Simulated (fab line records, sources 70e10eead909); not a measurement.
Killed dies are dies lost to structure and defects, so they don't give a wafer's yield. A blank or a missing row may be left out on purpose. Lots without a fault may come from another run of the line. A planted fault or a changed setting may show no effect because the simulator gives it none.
Chamber matching | flow nand_harc | NHARC_A_BLC_ALD_23 on ald_metal-03: 4 sister chambers
The step deposits TiN, target thk 3 nm, pulse time 1 s, ald cycles 150. 7 wafers are shown with their chamber, then 9 later ones without.

WAFERS WITH THEIR CHAMBER
wafer  | chamber | heater_power_w (W) | heater_power_outer_w (W)
L082.2 | 3       | 896                | 554
L085.3 | 1       | 1194               | 732
L079.1 | 2       | 934                | 654
L079.5 | 0       | 1151               | 718
L088.3 | 3       | 914                | 563
L088.4 | 0       | 1173               | 713
L088.5 | 1       | 1221               | 722

WAFERS WITHOUT THEIR CHAMBER
wafer  | heater_power_w (W) | heater_power_outer_w (W)
L089.4 | 1178               | 713
L089.5 | 967                | 649
L089.6 | 907                | 573
L092.1 | 1228               | 736
L092.5 | 1200               | 717
L092.6 | 1209               | 751
L093.1 | 1209               | 764
L093.2 | 1151               | 736
L093.5 | 1183               | 729

WHICH CHAMBER EACH WENT THROUGH
wafer  | from the rows above     | in truth
L089.4 | can't be placed: 0 or 1 | 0
L089.5 | 2                       | 2
L089.6 | 3                       | 3
L092.1 | 1                       | 1
L092.5 | can't be placed: 1 or 0 | 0
L092.6 | 1                       | 1
L093.1 | 1                       | 1
L093.2 | can't be placed: 0 or 1 | 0
L093.5 | can't be placed: 1 or 0 | 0
Placed correctly: 5 of 9. Can't be placed from these rows: 4 (the true chamber is among the candidates in 4). Placed wrongly: 0.
How it was worked out, from the rows above alone: a wafer's distance from a chamber is the root of the sum, over the readings, of the square of ((its reading less the chamber's mean) divided by the reading's scatter). The wafer belongs to the nearest chamber; if the next one is less than 2 further off, it can't be placed. A chamber's mean is the mean of its shown wafers. The scatter: the root of (the sum of the squares of (reading less its chamber's mean) over the shown wafers, divided by (wafers less chambers)).
